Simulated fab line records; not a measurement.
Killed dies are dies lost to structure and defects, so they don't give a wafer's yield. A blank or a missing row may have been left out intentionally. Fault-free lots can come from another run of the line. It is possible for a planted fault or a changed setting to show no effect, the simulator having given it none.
Matching of chambers ; flow n5Finfet ; N5_BEOL_M15_ETCH_61 on rieDiel-05: 4 sister chambers
The step etches BARC in N2/H2, target depth 89 nm, overetch 26.7 nm, time 67.9 s. 4 wafers are shown with their chamber, then 8 later ones without.

WAFERS PAIRED WITH THEIR CHAMBERS
wafer;chamber;showerheadPlenumPTorr (Torr)
L085.2;1;2.47
L085.6;2;2.57
L087.6;0;2.49
L088.1;3;2.53

WAFERS MISSING THEIR CHAMBER
wafer;showerheadPlenumPTorr (Torr)
L088.2;2.47
L088.5;2.49
L089.1;2.47
L089.3;2.49
L089.4;2.53
L092.2;2.53
L092.5;2.47
L092.6;2.56

EACH ONE'S CHAMBER
wafer;from the rows above;in truth
L088.2;1;1
L088.5;0;0
L089.1;1;1
L089.3;0;0
L089.4;3;3
L092.2;3;3
L092.5;1;1
L092.6;2;2
Correctly placed: 8 of 8. Number that these rows cannot place: 0. 0 placed wrongly.
How it was worked out, from the rows above alone: a wafer's distance from a chamber is the root of the sum, over the readings, of the square of ((its reading less the chamber's mean) divided by the reading's scatter). If the next closest chamber is less than 2 further off than the closest, the wafer can't be placed; otherwise it belongs to the closest. The mean given for a chamber averages the wafers shown for that chamber. The scatter (one wafer shown for each chamber): square how far every hidden wafer sits from the nearest shown wafer, average those squares and take the square root.
